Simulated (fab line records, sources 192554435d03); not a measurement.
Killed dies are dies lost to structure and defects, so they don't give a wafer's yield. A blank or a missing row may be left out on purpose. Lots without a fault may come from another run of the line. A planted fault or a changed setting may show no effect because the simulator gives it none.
Chamber matching | flow n5_finfet | N5_ZERO_LAYER_DESCUM_16 on rie_diel-05: 4 sister chambers
The step chemistry O2, time 7.9 s. 8 wafers are shown with their chamber, then 11 later ones without.

WAFERS WITH THEIR CHAMBER
wafer  | chamber | throttle_valve_pct (%) | showerhead_plenum_p_Torr (Torr)
L079.1 | 3       | 20.85                  | 1.97
L079.4 | 0       | 20.63                  | 2.03
L083.3 | 2       | 20.16                  | 2.13
L083.4 | 2       | 20.16                  | 2.13
L084.1 | 0       | 20.64                  | 2.02
L084.2 | 1       | 19.96                  | 2.08
L084.4 | 3       | 20.87                  | 1.97
L088.2 | 1       | 19.96                  | 2.08

WAFERS WITHOUT THEIR CHAMBER
wafer  | throttle_valve_pct (%) | showerhead_plenum_p_Torr (Torr)
L088.4 | 20.89                  | 1.97
L088.6 | 20.65                  | 2.02
L090.4 | 19.96                  | 2.08
L090.5 | 20.20                  | 2.12
L090.6 | 19.96                  | 2.08
L096.1 | 20.68                  | 2.02
L096.2 | 19.96                  | 2.08
L096.3 | 20.21                  | 2.12
L097.3 | 20.68                  | 2.02
L097.4 | 20.68                  | 2.02
L097.6 | 19.97                  | 2.08

WHICH CHAMBER EACH WENT THROUGH
wafer  | from the rows above | in truth
L088.4 | 3                   | 3
L088.6 | 0                   | 0
L090.4 | 1                   | 1
L090.5 | 2                   | 2
L090.6 | 1                   | 1
L096.1 | 0                   | 0
L096.2 | 1                   | 1
L096.3 | 2                   | 2
L097.3 | 0                   | 0
L097.4 | 0                   | 0
L097.6 | 1                   | 1
Placed correctly: 11 of 11. Can't be placed from these rows: 0. Placed wrongly: 0.
How it was worked out, from the rows above alone: a wafer's distance from a chamber is the root of the sum, over the readings, of the square of ((its reading less the chamber's mean) divided by the reading's scatter). The wafer belongs to the nearest chamber; if the next one is less than 2 further off, it can't be placed. A chamber's mean is the mean of its shown wafers. The scatter: the root of (the sum of the squares of (reading less its chamber's mean) over the shown wafers, divided by (wafers less chambers)).
